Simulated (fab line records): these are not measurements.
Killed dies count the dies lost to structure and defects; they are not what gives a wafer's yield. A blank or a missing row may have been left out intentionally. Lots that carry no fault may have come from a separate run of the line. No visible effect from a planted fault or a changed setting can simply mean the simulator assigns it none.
Which tool was responsible? | flow n5_finfet | 36 wafers sampled from 12 lots at 1 step of a route of 1938

== WHAT THE GAUGES READ, wafer by wafer ==
N5_BEOL_M10_OVL_MEAS_12.
lot  | measured     | on         | M10_OVL (nm)
L074 | day 10 08:23 | overlay-01 | -0.8 -0.2 0.8
L075 | day 10 18:53 | overlay-02 | 0.8 1.0 1.3
L079 | day 11 08:06 | overlay-01 | -2.0 -0.2 0.4
L081 | day 11 22:11 | overlay-02 | -1.6 -0.3 0.4
L080 | day 12 04:37 | overlay-01 | -0.4 1.1 1.4
L085 | day 12 20:53 | overlay-01 | 0.4 0.1 -0.1
L087 | day 13 16:20 | overlay-02 | -0.4 0.6 0.4
L090 | day 13 23:19 | overlay-02 | 0.8 0.8 -0.4
L089 | day 14 10:37 | overlay-02 | 0.3 1.4 1.9
L094 | day 14 18:58 | overlay-01 | 1.8 1.5 1.4
L095 | day 15 08:44 | overlay-01 | 0.8 2.8 -0.2
L097 | day 16 04:30 | overlay-02 | -0.7 0.9 0.5

== WHAT TOOL EACH LOT RAN ON (gives the tool, then ch and the chambers of the sampled wafers, and finally the start) ==
Before these readings, the record contains no process step.

== THE ANSWER, worked out from the rows above alone ==
Rule: the usual values come from the lots themselves. Put in order of their means at a reading, lots are off if they are a third of the lots or fewer, leave a main group of 4 or more, and stand apart from it by a gap of 3 or more times the standard deviation of the main group's means; of several such gaps the widest counts. A main group whose means are all the same, to the digits that the tables above print for the reading, isn't used. Also off: a lot with no number at a reading for which 4 or more lots have one. Where the step has rows for the other lots, those lots are counted as sound.
No lot is off on any of the readings shown, so nothing can be concluded from this.

== WHAT THE SIMULATOR PUT IN ==
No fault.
